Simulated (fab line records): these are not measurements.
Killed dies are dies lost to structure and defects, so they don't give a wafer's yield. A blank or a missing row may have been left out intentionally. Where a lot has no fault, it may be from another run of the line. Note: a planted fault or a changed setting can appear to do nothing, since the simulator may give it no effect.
3 desks, one fault :: flow n5 finfet :: each desk has only its own numbers; what lay behind them comes last

## AT THE TOOL OWNER'S DESK: litho track-01
The tool's own readings at N5_SD_EPI_N_COAT_32 (time 60 s, resist thk 350 nm): means of the sampled wafers that have a number, for each lot that ran on this tool. Marked OUT: a lot whose mean sits more than 4 standard deviations from the usual mean, which makes it out of limits; the brackets give that distance.
Columns: A = exhaust pa at N5_SD_EPI_N_COAT_32, usual 44.9 Pa; B = heater power total W at N5_SD_EPI_N_COAT_32, usual 500.7 W; C = run length s at N5_SD_EPI_N_COAT_32, usual 66.12 s
lot: L250
first seen here: day 4 12:00
A: 45.4
B: 511.5 (+6.4) OUT
C: 63.70 (-12) OUT

lot: L251
first seen here: day 4 17:18
A: 43.9
B: 514.9 (+8.4) OUT
C: 63.77 (-12) OUT

lot: L260
first seen here: day 7 04:41
A: 44.5
B: 501.1
C: 66.28

lot: L262
first seen here: day 7 13:40
A: 45.5
B: 500.5
C: 66.25

lot: L264
first seen here: day 8 00:26
A: 45.3
B: 501.0
C: 66.25

lot: L265
first seen here: day 8 05:58
A: 45.2
B: 501.7
C: 66.21

lot: L266
first seen here: day 8 12:46
A: 45.8
B: 500.2
C: 66.13
This desk finds L250, L251 out of limits, L250 being first, at day 4 12:00 (heater power total W at N5_SD_EPI_N_COAT_32). Within limits: L260, L262, L264, L265, L266.

## FROM THE METROLOGY DESK
Means of the sampled wafers that have a number, per lot and without regard to the tool the lot ran on: this is what the gauges read. Marked OUT: a lot whose mean sits more than 4 standard deviations from the usual mean, which makes it out of limits; the brackets give that distance. It has 10 readings; the 7 that lie furthest out on some lot are the ones shown.
Columns: A = DIBL_N at N5_BEOL_M4_RC_MEAS_101, usual 35.3 mV/V; B = DIBL_P at N5_BEOL_M4_RC_MEAS_101, usual 35.2 mV/V; C = IOFF_N at N5_BEOL_M4_RC_MEAS_101, usual 0.144 nA/um; D = IOFF_P at N5_BEOL_M4_RC_MEAS_101, usual 0.19 nA/um; E = ION_P at N5_BEOL_M4_RC_MEAS_101, usual 460 uA/um; F = SS_N at N5_BEOL_M4_RC_MEAS_101, usual 71.2 mV/dec; G = SS_P at N5_BEOL_M4_RC_MEAS_101, usual 73.0 mV/dec
lot: L250
first seen here: day 10 20:47
A: 35.4
B: 35.5
C: 0.148
D: 0.18
E: 454
F: 72.0
G: 73.4

lot: L251
first seen here: day 10 21:23
A: 34.2
B: 34.3
C: 0.134
D: 0.19
E: 464
F: 70.9
G: 72.8

lot: L262
first seen here: day 13 18:06
A: 34.6
B: 33.7
C: 0.127
D: 0.18
E: 463
F: 70.7
G: 72.4

lot: L264
first seen here: day 13 21:32
A: 33.4
B: 32.4
C: 0.123
D: 0.18
E: 468
F: 70.9
G: 72.7

lot: L260
first seen here: day 14 03:11
A: 35.6
B: 36.1
C: 0.134
D: 0.19
E: 464
F: 71.2
G: 73.0

lot: L263
first seen here: day 14 03:51
A: 36.2
B: 36.7
C: 0.171
D: 0.23
E: 460
F: 72.0
G: 73.4

lot: L265
first seen here: day 14 06:23
A: 36.1
B: 35.6
C: 0.151
D: 0.21
E: 464
F: 71.7
G: 72.7

lot: L266
first seen here: day 14 12:19
A: 35.6
B: 35.3
C: 0.137
D: 0.20
E: 455
F: 71.0
G: 72.8

lot: L267
first seen here: day 15 05:55
A: 38.0
B: 37.8
C: 0.181
D: 0.23
E: 459
F: 72.3
G: 74.2
This desk's verdict: no lot among the 9 shows anything out of limits.

## THE DEFECT DESK
Counts from the inspections along the route, per lot, as means over the sampled wafers that have a number. Marked OUT: a lot whose mean sits more than 4 standard deviations from the usual mean, which makes it out of limits; the brackets give that distance.
Columns: A = raw defect count at N5_SPACER0_INSPECT_04, usual 149
lot: L250
first seen here: day 4 11:58
A: 137

lot: L251
first seen here: day 4 17:16
A: 112

lot: L260
first seen here: day 7 04:40
A: 140

lot: L262
first seen here: day 7 13:38
A: 110

lot: L263
first seen here: day 7 21:02
A: 125

lot: L264
first seen here: day 8 00:24
A: 216

lot: L265
first seen here: day 8 05:56
A: 172

lot: L266
first seen here: day 8 12:44
A: 170

lot: L267
first seen here: day 8 18:41
A: 123
This desk's verdict: no lot among the 9 shows anything out of limits.

## PUT TOGETHER
The tool owner's desk had the chance to raise an alarm at day 4 12:00 on L250, L251.
At the metrology desk, nothing out of limits was observed.
The defect desk saw nothing out of limits.
The metrology desk has L250, L251 on record, within its limits.
The defect desk has L250, L251 on record, within its limits.
N5_SD_EPI_N_COAT_32 was run on litho track-01 by each of the lots named.

## WHAT HAD BEEN PUT IN BY THE SIMULATOR
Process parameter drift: litho track-01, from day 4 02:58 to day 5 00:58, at N5_SD_EPI_N_COAT_32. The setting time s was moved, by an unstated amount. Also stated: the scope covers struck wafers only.
Lots struck among those shown: L250, L251.
How many hours passed from the start of the fault until each desk's first out-of-limits reading: the tool owner's desk, 9.
